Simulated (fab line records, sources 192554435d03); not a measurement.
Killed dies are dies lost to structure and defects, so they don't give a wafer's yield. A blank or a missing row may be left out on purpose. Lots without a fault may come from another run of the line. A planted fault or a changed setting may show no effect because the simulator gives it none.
A struck lot beside a sound one | flow n5_finfet | 16 steps out of a route of 1938
Sound: wafers L814.3, L814.4, L814.5. Struck: wafer L815.6. (L815.3 of the same lot was not struck and is left out.) The cause comes at the end.
At each step with rows: each side's tool, then ch and its chambers, then its first start. Under that, the readings that differ: sound wafers | struck wafers | difference of the means | sigmas: that difference in standard deviations of wafers without a fault.
alike: readings whose means differ by less than 2 such deviations, and words and numbers that are the same on both sides. not compared: withheld readings, readings that some wafer has no value for, bounds like >300 that may hide the same value, and numbers for which the record gives no deviation and whose values overlap.
The two part at a step that has a row with sigmas, a row that says differs or no value, or rows on one side only. Numbers that don't overlap but have no deviation are shown without sigmas and don't part them. A reading that every wafer of one side lacks parts them only if that side has two wafers or more.

first, 1 step without rows for these wafers: N5_HKMG_FIN_DESCUM_53 (chemistry O2, time 7.9 s).
N5_HKMG_FIN_ETCH_54: etches SiARC in CF4, target depth 45.5 nm, time 75.8 s.
  sound on rie_diel-06 ch 0,1,2, day 7 20:05; struck on rie_diel-05 ch 2, day 8 03:15
  reading                | sound             | struck | difference | sigmas
  rf_vpp_V (V)           | 184.6 182.9 182.1 | 186.8  | +3.6       | +3
  throttle_valve_pct (%) | 15.96 15.77 15.62 | 15.29  | -0.49      | -2
  alike: chamber_pressure_mTorr, drypump_motor_current_A, etch_rf_on_time_s, oes_product_au, showerhead_plenum_p_Torr
  not compared: rf_hours_counter_h
N5_HKMG_FIN_ETCH_55: etches SOC in N2/H2, target depth 240 nm, time 300 s.
  sound on rie_diel-06 ch 0,1,2, day 7 20:08; struck on rie_diel-05 ch 2, day 8 03:18
  reading                         | sound             | struck | difference | sigmas
  rf_vpp_V (V)                    | 524.2 525.4 519.5 | 528.6  | +5.6       | +2
  showerhead_plenum_p_Torr (Torr) | 2.53 2.53 2.43    | 2.71   | +0.21      | +2
  alike: chamber_pressure_mTorr, drypump_motor_current_A, oes_product_au, temp_c, throttle_valve_pct
  not compared: rf_hours_counter_h
then, 3 steps without rows for these wafers: N5_HKMG_FIN_STRIP_56 (strips in N2/H2); N5_HKMG_FIN_STRIP_57 (strips in CF4); N5_HKMG_FIN_ETCH_58 (etches SOC in N2/H2, target depth 215.8 nm, time 741 s).
N5_HKMG_FIN_STRIP_93: strips SOC in N2/H2, time 20 s.
  sound on rie_diel-06 ch 0,1,2, day 7 20:46; struck on rie_diel-05 ch 2, day 8 03:56
  reading                         | sound          | struck | difference | sigmas
  showerhead_plenum_p_Torr (Torr) | 3.34 3.35 3.21 | 3.57   | +0.27      | +2
  alike: chamber_pressure_mTorr, drypump_motor_current_A, oes_product_au, rf_vpp_V, temp_c, throttle_valve_pct
  not compared: rf_hours_counter_h
then, 1 step without rows for these wafers: N5_HKMG_FIN_WET_ETCH_76 (etches Al2O3 in dNH4OH, stops on La2O3, target depth 2.25 nm, rinse time 30 s).
N5_HKMG_FIN_STRIP_60: strips in N2/H2, time 360 s.
  sound on plasma_asher-02 ch 0,1, day 7 21:02; struck on plasma_asher-01 ch 0, day 8 04:13
  alike: drypump_motor_current_A, heater_power_w, temp_c
  not compared: rf_hours_counter_h
then, 2 steps without rows for these wafers: N5_HKMG_FIN_WET_ETCH_77 (etches La2O3 in dHCl, stops on HfO2, target depth 2 nm); N5_HKMG_FIN_WET_ETCH_78 (etches Al2O3 in dNH4OH, stops on La2O3, target depth 4.5 nm, rinse time 30 s).
N5_HKMG_FIN_ALD_79: deposits TiN, target thk 1.5 nm, pulse time 1 s, purge time 3 s.
  sound on ald_metal-01 ch 1,2, day 7 21:25; struck on ald_metal-01 ch 2, day 8 04:35
  alike: heater_power_w, precursor_pulse_height_rel
N5_HKMG_FIN_CVD_62: deposits a-Si from Si2H6, target thk 3 nm, time 20.8 s.
  sound on thermal_cvd_si-02 ch 1,2, day 7 21:47; struck on thermal_cvd_si-01 ch 2, day 8 04:56
  reading                                   | sound     | struck | difference | sigmas
  model.a-Si_of_HKMG_FIN_CVD_62.thk_nm (nm) | 3.2 3.2 3 | 1.4    | -1.7       |
  alike: heater_power_w
then, 1 step without rows for these wafers: N5_HKMG_FIN_RTA_80 (time 2 s).
-- the record jumps here: 4 days lie between the struck wafers' starts before and after (it left off in module HKMG_FIN and takes up again in module BEOL_M4, whose first step shown is number 1111 of the route) --
N5_BEOL_M4_RC_MEAS_101:
  sound on prober-01 ch 0, day 11 09:24; struck on prober-01 ch 0, day 12 01:49
  alike: DIBL_N, DIBL_P, IOFF_N, IOFF_P, ION_N, ION_P, SS_N, SS_P, VT_N, VT_P
then, 1 step without rows for these wafers: N5_PASSIVATION_PROBE_49.

WHERE THEY PART
First at N5_HKMG_FIN_ETCH_54; last, within this record, at N5_HKMG_FIN_STRIP_93. Later steps at which nothing parts them and some readings are alike: N5_HKMG_FIN_STRIP_60, N5_HKMG_FIN_ALD_79, N5_HKMG_FIN_CVD_62, N5_BEOL_M4_RC_MEAS_101.

WHY: what the simulator had put in
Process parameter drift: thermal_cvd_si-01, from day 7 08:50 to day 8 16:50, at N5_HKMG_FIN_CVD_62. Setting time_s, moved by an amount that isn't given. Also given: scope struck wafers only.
